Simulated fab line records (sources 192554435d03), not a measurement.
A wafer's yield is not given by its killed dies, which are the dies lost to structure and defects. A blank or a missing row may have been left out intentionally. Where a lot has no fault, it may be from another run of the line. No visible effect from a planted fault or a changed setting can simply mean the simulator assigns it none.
Lot-split experiment | flow n5-finfet | 21 wafers read from 7 lots, route of 1938 steps

== THE SPLIT ITSELF ==
At N5_DUMMY_GATE_COAT_35 (time 60 s, resist thk 10 nm), the setting spin-rpm was moved away from the recipe's 1500 rpm on 5 of the 21 wafers read, by -9.9% to +11.1%. All remaining wafers had this setting at the recipe value.

The reading comes from the split's own step.

== THE READING ==
SiARC_of_DUMMY_GATE_COAT_35.thk-nm (the simulator's own value, which no gauge read), in nm, at N5_DUMMY_GATE_COAT_35 (time 60 s, resist thk 10 nm). No usual value for it is given in the file.

wafer  | tool, chamber at the split | spin-rpm as run, rpm | against the recipe | SiARC_of_DUMMY_GATE_COAT_35.thk-nm, nm | against lot-mates on the recipe
L074.4 | litho-track-03, 0          | 1500                 | recipe             | 10                                     | -
L074.5 | litho-track-03, 0          | 1500                 | recipe             | 10                                     | -
L074.6 | litho-track-03, 0          | 1500                 | recipe             | 10                                     | -
L077.4 | litho-track-05, 0          | 1500                 | recipe             | 10                                     | -
L077.5 | litho-track-05, 0          | 1556                 | +3.7%              | 9.8                                    | -0.2
L077.6 | litho-track-05, 0          | 1556                 | +3.7%              | 9.8                                    | -0.2
L083.2 | litho-track-02, 0          | 1500                 | recipe             | 10                                     | -
L083.6 | litho-track-02, 0          | 1500                 | recipe             | 10                                     | -
L083.3 | litho-track-02, 0          | 1667                 | +11.1%             | 9.4                                    | -0.6
L087.2 | litho-track-05, 0          | 1500                 | recipe             | 10                                     | -
L087.3 | litho-track-05, 0          | 1500                 | recipe             | 10                                     | -
L087.4 | litho-track-05, 0          | 1500                 | recipe             | 10                                     | -
L095.1 | litho-track-02, 0          | 1500                 | recipe             | 10                                     | -
L095.5 | litho-track-02, 0          | 1500                 | recipe             | 10                                     | -
L095.3 | litho-track-02, 0          | 1351                 | -9.9%              | 10.4                                   | +0.4
L096.3 | litho-track-03, 0          | 1586                 | +5.7%              | 9.8                                    | -0.2
L096.4 | litho-track-03, 0          | 1500                 | recipe             | 10                                     | -
L096.5 | litho-track-03, 0          | 1500                 | recipe             | 10                                     | -
L097.2 | litho-track-02, 0          | 1500                 | recipe             | 10                                     | -
L097.3 | litho-track-02, 0          | 1500                 | recipe             | 10                                     | -
L097.6 | litho-track-02, 0          | 1500                 | recipe             | 10                                     | -

FIT RESULTS
A straight line over all 21 wafers: SiARC_of_DUMMY_GATE_COAT_35.thk-nm changes by -0.0466 nm for each +1% of spin-rpm; r = -0.99; the points scatter about the line by 0.029 nm.
The same after taking each lot's own level away (the mean of its wafers on the recipe; 21 wafers): -0.0466 nm for each +1%; r = -0.99; scatter 0.029 nm.
On that fit, the largest move of spin-rpm shifts the reading by 0.52 nm.
The lots' own levels span 10.00 to 10.00 nm.
Hence the lot-to-lot level has little effect on the slope; both slopes agree.
Check: with one of the wafers moved furthest among these (+11.1%) left out of the fit, the line predicts -0.464 nm for it against its lot-mates. It came out at -0.6 nm against them.

== OTHER SPLITS APPLIED TO THESE WAFERS ==
Note: prior to the reading, these wafers also went through further splits. Each is held against what the fit with the lots' levels taken away leaves over:
other split on the same wafers          | wafers away from the commonest value | r with SiARC_of_DUMMY_GATE_COAT_35.thk-nm (lot level and that fit taken away)
N5_ZERO_LAYER_EXPOSE_08 dose-mj         | 10                                   | +0.40
N5_ZERO_LAYER_DEVELOP_10 develop-time-s | 8                                    | +0.04
N5_FIN_SAQP_FIN_ETCH_36 icp-w           | 5                                    | +0.30

== THE FILE'S OWN FIT ==
SiARC_of_DUMMY_GATE_COAT_35.thk-nm changes by -0.0466 nm for each +1% of spin-rpm, r = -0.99.
